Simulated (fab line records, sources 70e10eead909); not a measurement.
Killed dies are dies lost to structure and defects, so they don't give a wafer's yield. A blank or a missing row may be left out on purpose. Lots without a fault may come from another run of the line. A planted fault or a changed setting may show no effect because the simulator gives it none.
Which tool did it? | flow nand_harc | 24 lots, 72 wafers sampled, at 4 steps of a route of 1159

WHAT THE GAUGES READ, wafer by wafer
NHARC_A_CONTACT_CD_MEAS_15.
lot  | measured     | on        | cd_nm (nm)
L074 | day 17 03:08 | cd_sem-01 | 88.7 89.7 89.8
L075 | day 17 07:38 | cd_sem-02 | 89.2 89.4 89.2
L077 | day 17 11:47 | cd_sem-02 | 89.3 89.6 89.6
L079 | day 17 13:05 | cd_sem-01 | 90.0 90.7 90.5
L076 | day 17 20:20 | cd_sem-01 | 89.5 90.4 89.8
L078 | day 17 20:40 | cd_sem-02 | 89.8 90.4 90.1
L081 | day 18 10:44 | cd_sem-01 | 90.4 90.5 89.9
L080 | day 18 20:32 | cd_sem-02 | 90.7 90.1 90.3
L083 | day 18 21:13 | cd_sem-02 | 89.5 89.8 90.7
L082 | day 19 11:53 | cd_sem-02 | 89.4 89.3 89.9
L084 | day 19 15:11 | cd_sem-03 | 89.9 88.8 89.7
L086 | day 20 03:24 | cd_sem-03 | 91.0 90.2 90.7
L087 | day 20 05:04 | cd_sem-02 | 91.0 91.1 91.3
L085 | day 20 10:01 | cd_sem-01 | 90.3 89.8 90.3
L089 | day 20 15:57 | cd_sem-03 | 90.1 90.2 89.9
L088 | day 20 18:14 | cd_sem-02 | 89.8 90.1 90.3
L091 | day 21 09:38 | cd_sem-01 | 90.8 90.1 89.9
L090 | day 21 13:11 | cd_sem-02 | 89.1 89.3 89.4
L093 | day 21 17:17 | cd_sem-01 | 90.7 90.1 89.9
L094 | day 21 20:01 | cd_sem-02 | 90.0 89.4 90.4
L092 | day 22 10:27 | cd_sem-03 | 89.8 89.4 89.8
L096 | day 22 11:19 | cd_sem-03 | 90.0 89.2 89.1
L095 | day 22 14:37 | cd_sem-03 | 89.4 89.6 89.6
L097 | day 23 00:56 | cd_sem-03 | 89.6 90.2 90.2

WHICH TOOL RAN EACH LOT (tool, then ch and the chambers of the sampled wafers, then the start)
lot  | NHARC_A_CONTACT_ETCH_133             | NHARC_A_CONTACT_DESCUM_13          | NHARC_A_CONTACT_ETCH_139
L074 | har_cap_etch-01 ch 0,1, day 16 19:52 | rie_diel-13 ch 0,1,3, day 17 00:23 | har_cap_etch-02 ch 0,1, day 17 02:31
L075 | har_cap_etch-01 ch 0,1, day 17 01:20 | rie_diel-05 ch 0,1,3, day 17 05:19 | har_cap_etch-01 ch 0,1, day 17 07:01
L077 | har_cap_etch-03 ch 0,1, day 17 04:13 | rie_diel-13 ch 0,1,2, day 17 09:07 | har_cap_etch-01 ch 0,1, day 17 10:49
L079 | har_cap_etch-02 ch 0,1, day 17 05:00 | rie_diel-13 ch 0,1,2, day 17 10:37 | har_cap_etch-03 ch 0,1, day 17 12:16
L076 | har_cap_etch-03 ch 0,1, day 17 09:19 | rie_diel-03 ch 0,1,2, day 17 18:02 | har_cap_etch-01 ch 0, day 17 19:43
L078 | har_cap_etch-02 ch 0, day 17 10:40   | rie_diel-05 ch 1,3, day 17 18:22   | har_cap_etch-02 ch 0,1, day 17 20:05
L081 | har_cap_etch-01 ch 0,1, day 18 04:31 | rie_diel-03 ch 0,1,3, day 18 08:26 | har_cap_etch-01 ch 0,1, day 18 10:07
L080 | har_cap_etch-02 ch 0,1, day 18 13:28 | rie_diel-05 ch 1,2,3, day 18 18:14 | har_cap_etch-01 ch 0,1, day 18 19:55
L083 | har_cap_etch-03 ch 0,1, day 18 14:26 | rie_diel-03 ch 0,1,3, day 18 18:49 | har_cap_etch-02 ch 0,1, day 18 20:31
L082 | har_cap_etch-02 ch 0,1, day 19 05:23 | rie_diel-13 ch 0,1,3, day 19 09:35 | har_cap_etch-01 ch 0,1, day 19 11:19
L084 | har_cap_etch-03 ch 0,1, day 19 08:58 | rie_diel-05 ch 0,1,2, day 19 12:45 | har_cap_etch-01 ch 0,1, day 19 14:29
L086 | har_cap_etch-01 ch 0,1, day 19 21:10 | rie_diel-03 ch 0,2,3, day 20 01:00 | har_cap_etch-03 ch 0,1, day 20 02:50
L087 | har_cap_etch-03 ch 0,1, day 19 22:46 | rie_diel-03 ch 2,3, day 20 02:46   | har_cap_etch-01 ch 0,1, day 20 04:33
L085 | har_cap_etch-01 ch 0,1, day 20 02:06 | rie_diel-13 ch 0,1,3, day 20 07:39 | har_cap_etch-02 ch 0,1, day 20 09:22
L089 | har_cap_etch-03 ch 0,1, day 20 09:34 | rie_diel-03 ch 2,3, day 20 13:35   | har_cap_etch-02 ch 0,1, day 20 15:26
L088 | har_cap_etch-01 ch 0,1, day 20 11:52 | rie_diel-03 ch 0,1,3, day 20 15:53 | har_cap_etch-01 ch 0,1, day 20 17:34
L091 | har_cap_etch-01 ch 0,1, day 21 00:29 | rie_diel-13 ch 0,1,3, day 21 07:20 | har_cap_etch-01 ch 0,1, day 21 09:02
L090 | har_cap_etch-03 ch 0,1, day 21 03:05 | rie_diel-13 ch 0,1,2, day 21 10:44 | har_cap_etch-01 ch 0,1, day 21 12:27
L093 | har_cap_etch-02 ch 0, day 21 10:04   | rie_diel-03 ch 0,1, day 21 14:59   | har_cap_etch-02 ch 0,1, day 21 16:40
L094 | har_cap_etch-03 ch 0,1, day 21 11:47 | rie_diel-13 ch 0,2, day 21 17:35   | har_cap_etch-02 ch 0,1, day 21 19:25
L092 | har_cap_etch-02 ch 0,1, day 22 01:55 | rie_diel-03 ch 1,3, day 22 07:08   | har_cap_etch-01 ch 0,1, day 22 09:44
L096 | har_cap_etch-01 ch 0,1, day 22 02:47 | rie_diel-03 ch 1,2,3, day 22 07:56 | har_cap_etch-01 ch 0,1, day 22 10:44
L095 | har_cap_etch-01 ch 0,1, day 22 06:23 | rie_diel-13 ch 0,2,3, day 22 11:26 | har_cap_etch-01 ch 0,1, day 22 13:52
L097 | har_cap_etch-03 ch 0,1, day 22 17:29 | rie_diel-03 ch 2,3, day 22 22:34   | har_cap_etch-02 ch 0,1, day 23 00:15
- NHARC_A_CONTACT_ETCH_133: etches the open film in C4F8/O2/Ar, time 195 s, target depth 840 nm.
- NHARC_A_CONTACT_DESCUM_13: chemistry O2, time 3 s.
- NHARC_A_CONTACT_ETCH_139: etches the open film in C4F8/O2/Ar, time 137 s, target depth 590 nm.

WHAT THE TOOLS THEMSELVES READ (means of the sampled wafers that have a number; where no wafer has one, the mark that the record gives instead)
NHARC_A_CONTACT_DESCUM_13.
lot  | tool        | drypump_motor_current_A (A) | o2_flow_sccm (sccm) | oes_product_au (a.u.) | rf_vpp_V (V) | showerhead_plenum_p_Torr (Torr) | throttle_valve_pct (%)
L074 | rie_diel-13 | 5.8                         | 199.7               | 0.997                 | 57.2         | 1.81                            | 11.313
L075 | rie_diel-05 | 5.7                         | 199.5               | 1.005                 | 58.1         | 1.89                            | 11.313
L077 | rie_diel-13 | 5.5                         | 199.6               | 0.992                 | 57.4         | 1.88                            | 11.314
L079 | rie_diel-13 | 5.6                         | 199.5               | 0.988                 | 57.6         | 1.88                            | 11.310
L076 | rie_diel-03 | 5.9                         | 199.6               | 0.994                 | 57.9         | 1.91                            | 11.313
L078 | rie_diel-05 | 5.5                         | 199.7               | 1.010                 | 56.5         | 1.86                            | 11.308
L081 | rie_diel-03 | 5.7                         | 199.9               | 0.992                 | 57.6         | 1.92                            | 11.311
L080 | rie_diel-05 | 5.5                         | 200.2               | 1.004                 | 58.6         | 1.90                            | 11.309
L083 | rie_diel-03 | 5.8                         | 200.2               | 0.993                 | 57.7         | 1.92                            | 11.310
L082 | rie_diel-13 | 5.8                         | 199.9               | 0.985                 | 57.2         | 1.81                            | 11.316
L084 | rie_diel-05 | 5.8                         | 199.8               | 1.004                 | 57.8         | 1.88                            | 11.310
L086 | rie_diel-03 | 5.5                         | 200.4               | 0.995                 | 57.7         | 2.00                            | 11.310
L087 | rie_diel-03 | 5.4                         | 199.9               | 1.005                 | 57.3         | 2.05                            | 11.306
L085 | rie_diel-13 | 5.8                         | 199.7               | 0.993                 | 58.1         | 2.02                            | 11.324
L089 | rie_diel-03 | 5.6                         | 200.0               | 0.997                 | 58.6         | 2.04                            | 11.307
L088 | rie_diel-03 | 5.7                         | 200.6               | 0.994                 | 58.1         | 1.92                            | 11.307
L091 | rie_diel-13 | 5.8                         | 200.9               | 1.001                 | 57.8         | 2.01                            | 11.313
L090 | rie_diel-13 | 5.6                         | 200.4               | 0.998                 | 57.6         | 1.97                            | 11.302
L093 | rie_diel-03 | 6.1                         | 199.9               | 0.975                 | 56.4         | 1.82                            | 11.312
L094 | rie_diel-13 | 5.5                         | 200.2               | 0.998                 | 57.0         | 1.91                            | 11.315
L092 | rie_diel-03 | 6.0                         | 200.1               | 0.992                 | 57.8         | 1.88                            | 11.305
L096 | rie_diel-03 | 5.8                         | 199.9               | 1.002                 | 56.7         | 1.96                            | 11.303
L095 | rie_diel-13 | 5.7                         | 199.8               | 0.997                 | 57.8         | 1.97                            | 11.315
L097 | rie_diel-03 | 5.4                         | 199.7               | 1.002                 | 57.4         | 2.05                            | 11.311

THE ANSWER, worked out from the rows above alone
Rule: what is usual is taken from the lots themselves. Put in order of their means at a reading, lots are off if they are a third of the lots or fewer, leave a main group of 4 or more, and stand apart from it by a gap of 3 or more times the standard deviation of the main group's means; of several such gaps the widest counts. A main group whose means are all the same, to the digits that the tables above print for the reading, isn't used. A lot without any number at a reading at which 4 lots or more have one is off too. The other lots that the step has rows for count as sound. The gauges are gone through in route order, then the tools' own readings, and for those a lot's mean is taken as printed above. The first step at which some lot is off is used, and at that step the reading that is off furthest; a lot without a number counts as furthest.
No lot is off at any reading shown: from this, nothing can be told.

WHAT THE SIMULATOR HAD PUT IN
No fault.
